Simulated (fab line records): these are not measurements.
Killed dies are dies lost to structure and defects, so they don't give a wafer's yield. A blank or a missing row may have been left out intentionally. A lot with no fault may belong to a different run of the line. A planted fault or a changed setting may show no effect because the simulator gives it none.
Chamber matching / flow nandHarc / cmp-04 running NHARC_P_M0_CMP_23: 4 sister chambers
The step polishes, t overpolish 20 s, target thk 117.53 nm. 8 wafers are shown with their chamber, then 6 later ones without.

## WAFERS, EACH WITH ITS CHAMBER
wafer=L450.3; chamber=3; motorCurrentA (A)=10.9; timeToEndpointS (s)=27.4
wafer=L450.6; chamber=2; motorCurrentA (A)=15.0; timeToEndpointS (s)=32.7
wafer=L452.2; chamber=2; motorCurrentA (A)=15.2; timeToEndpointS (s)=30.5
wafer=L452.3; chamber=0; motorCurrentA (A)=11.6; timeToEndpointS (s)=29.3
wafer=L452.5; chamber=1; motorCurrentA (A)=13.3; timeToEndpointS (s)=32.2
wafer=L454.1; chamber=1; motorCurrentA (A)=12.3; timeToEndpointS (s)=32.4
wafer=L454.2; chamber=3; motorCurrentA (A)=10.8; timeToEndpointS (s)=28.3
wafer=L454.6; chamber=0; motorCurrentA (A)=12.4; timeToEndpointS (s)=31.8

## WAFERS MISSING THEIR CHAMBER
wafer=L453.1; motorCurrentA (A)=13.1; timeToEndpointS (s)=24.5
wafer=L453.3; motorCurrentA (A)=15.4; timeToEndpointS (s)=25.9
wafer=L453.6; motorCurrentA (A)=12.2; timeToEndpointS (s)=24.5
wafer=L457.2; motorCurrentA (A)=10.5; timeToEndpointS (s)=25.7
wafer=L457.3; motorCurrentA (A)=11.6; timeToEndpointS (s)=26.8
wafer=L457.4; motorCurrentA (A)=15.3; timeToEndpointS (s)=28.4

## CHAMBER TAKEN BY EACH
wafer=L453.1; from the rows above=can't be placed: 0 or 3 or 1 or 2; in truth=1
wafer=L453.3; from the rows above=2; in truth=2
wafer=L453.6; from the rows above=can't be placed: 3 or 0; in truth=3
wafer=L457.2; from the rows above=3; in truth=3
wafer=L457.3; from the rows above=can't be placed: 3 or 0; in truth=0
wafer=L457.4; from the rows above=2; in truth=2
Correct placement for 3 of the 6. Can't be placed from these rows: 3 (the true chamber is among the candidates in 3). 0 placed wrongly.
How it was worked out, from the rows above alone: a wafer's distance from a chamber is the root of the sum, over the readings, of the square of ((its reading less the chamber's mean) divided by the reading's scatter). If the next closest chamber is less than 2 further off than the closest, the wafer can't be placed; otherwise it belongs to the closest. The mean given for a chamber averages the wafers shown for that chamber. The scatter: take each reading less its chamber's mean, square it, sum over the shown wafers, divide by the number of wafers less the number of chambers, and take the root.
